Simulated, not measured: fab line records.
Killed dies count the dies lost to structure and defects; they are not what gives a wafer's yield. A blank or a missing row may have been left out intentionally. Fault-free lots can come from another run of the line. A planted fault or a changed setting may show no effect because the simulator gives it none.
Lot-split experiment + flow n5Finfet + on a route of 1938 steps: 7 lots, 21 wafers read

## ON THE SPLIT
At N5_BEOL_M4_EXPOSE_08 (exposes mask M4), the setting doseMj was moved away from the recipe's 41.25 on 7 of the 21 wafers read, by -2.9% to +6.9%. For the rest of the wafers, this setting stayed at what the recipe calls for.

## FROM THE SPLIT TO THE READING: what the file shows between them, 14 steps
- N5_BEOL_M4_PEB_09: peb time 60 s
- N5_BEOL_M4_DEVELOP_10: develop time 30 s
- N5_BEOL_M4_DESCUM_16: chemistry O2, time 7 s
- N5_BEOL_M4_ETCH_74: etches underlayer in N2/H2, target depth 6.5 nm, time 5.2 s
- N5_BEOL_M4_ETCH_63: etches SiARC in CF4, target depth 15.6 nm, time 26 s
- N5_BEOL_M4_ETCH_64: etches SOC in N2/H2, target depth 75 nm, overetch 22.5 nm, time 121.9 s
- N5_BEOL_M4_STRIP_65: strips in N2/H2
- N5_BEOL_M4_HM_OPEN_17: chemistry Cl2/BCl3, target TiN, target depth 20 nm, overetch 6 nm
- N5_BEOL_M4_STRIP_19: strips in O2
- N5_BEOL_M4_CD_MEAS_18: pitch 36 nm, target cd 18 nm
- N5_BEOL_M4_COAT_67: time 60 s, resist thk 60 nm
- N5_BEOL_M4_COAT_68: time 60 s, resist thk 12 nm
- N5_BEOL_M4_PRECLEAN_42: cleans in residue remover, time 60 s
- N5_BEOL_M4_SRD_43: time 30 s

## THE READING
cdNm, in nm, at N5_BEOL_M4_CD_MEAS_35 (target cd 18 nm, target cd y 22.4 nm). On this fab line, fault-free wafers typically give 18.1 nm with a standard deviation of 0.39 nm.

| wafer  | tool, chamber at the split | doseMj as run | against the recipe | cdNm, nm | against lot-mates on the recipe |
|--------|----------------------------|---------------|--------------------|----------|---------------------------------|
| L077.1 | euvScanner-01, 0           | 40.06         | -2.9%              | 17.0     | -0.9                            |
| L077.2 | euvScanner-01, 0           | 41.25         | recipe             | 17.8     | -                               |
| L077.6 | euvScanner-01, 0           | 41.25         | recipe             | 18.0     | -                               |
| L081.1 | euvScanner-02, 0           | 44.11         | +6.9%              | 19.4     | +1.5                            |
| L081.3 | euvScanner-02, 0           | 41.25         | recipe             | 17.9     | -                               |
| L081.4 | euvScanner-02, 0           | 44.11         | +6.9%              | 19.4     | +1.5                            |
| L084.1 | euvScanner-02, 0           | 41.25         | recipe             | 17.5     | -                               |
| L084.2 | euvScanner-02, 0           | 42.66         | +3.4%              | 18.1     | +0.2                            |
| L084.5 | euvScanner-02, 0           | 41.25         | recipe             | 18.2     | -                               |
| L085.1 | euvScanner-02, 0           | 44.06         | +6.8%              | 19.3     | +1.6                            |
| L085.3 | euvScanner-02, 0           | 41.25         | recipe             | 17.7     | -                               |
| L085.4 | euvScanner-02, 0           | 44.06         | +6.8%              | 19.3     | +1.6                            |
| L088.2 | euvScanner-01, 0           | 41.25         | recipe             | 18.0     | -                               |
| L088.5 | euvScanner-01, 0           | 42.72         | +3.6%              | 18.6     | +0.7                            |
| L088.6 | euvScanner-01, 0           | 41.25         | recipe             | 17.9     | -                               |
| L096.1 | euvScanner-02, 0           | 41.25         | recipe             | 18.1     | -                               |
| L096.3 | euvScanner-02, 0           | 41.25         | recipe             | 17.4     | -                               |
| L096.4 | euvScanner-02, 0           | 41.25         | recipe             | 17.8     | -                               |
| L097.1 | euvScanner-02, 0           | 41.25         | recipe             | 17.8     | -                               |
| L097.3 | euvScanner-02, 0           | 41.25         | recipe             | 17.5     | -                               |
| L097.6 | euvScanner-02, 0           | 41.25         | recipe             | 17.8     | -                               |

FIT RESULTS
A straight line over all 21 wafers: cdNm changes by +0.222 nm for each +1% of doseMj; r = +0.95; the points scatter about the line by 0.22 nm.
The same after taking each lot's own level away (the mean of its wafers on the recipe; 21 wafers): +0.224 nm for each +1%; r = +0.95; scatter 0.22 nm.
Per that fit: largest doseMj move, reading shift of 1.6 nm.
Measured against the standard deviation above, the lots' own levels, which go from 17.70 to 17.95 nm, span 0.6 times it.
Consequently the slope shifts little with the lot-to-lot level, the two slopes agreeing.
Check: +1.52 nm against its lot-mates is what the line predicts for one of the wafers moved furthest among these (+6.9%) when that wafer is left out of the fit. It came out at +1.5 nm against them.

## OTHER SPLITS APPLIED TO THESE WAFERS
These wafers also went through other splits before the reading. Each is held against what the fit with the lots' levels taken away leaves over:
| other split on the same wafers | wafers away from the commonest value | r with cdNm (lot level and that fit taken away) |
|--------------------------------|--------------------------------------|-------------------------------------------------|
| N5_BEOL_M2_ETCH_64 biasW       | 6                                    | -0.19                                           |
| N5_BEOL_M3_ILD_DEP_00 timeS    | 10                                   | -0.12                                           |

## THE WHOLE CHAIN: every reading that the file lists as answering this split, in the file's order
| step                  | what it does                                                | reading                                                             | change (the file's fit)               | r (the file's) |
|-----------------------|-------------------------------------------------------------|---------------------------------------------------------------------|---------------------------------------|----------------|
| N5_BEOL_M4_ETCH_74    | etches underlayer in N2/H2, target depth 6.5 nm, time 5.2 s | BEOL_M4.cdOffsetNm (the simulator's own value, which no gauge read) | +0.188 nm for each +1% of the setting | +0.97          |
| N5_BEOL_M4_ETCH_63    | etches SiARC in CF4, target depth 15.6 nm, time 26 s        | BEOL_M4.cdOffsetNm (the simulator's own value, which no gauge read) | +0.184 nm for each +1% of the setting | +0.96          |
| N5_BEOL_M4_CD_MEAS_18 | pitch 36 nm, target cd 18 nm                                | cdNm                                                                | +0.166 nm for each +1% of the setting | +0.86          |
| N5_BEOL_M4_CD_MEAS_35 | target cd 18 nm, target cd y 22.4 nm                        | cdNm                                                                | +0.212 nm for each +1% of the setting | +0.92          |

## THE FILE'S OWN FIT
cdNm changes by +0.212 nm for each +1% of doseMj, r = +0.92.
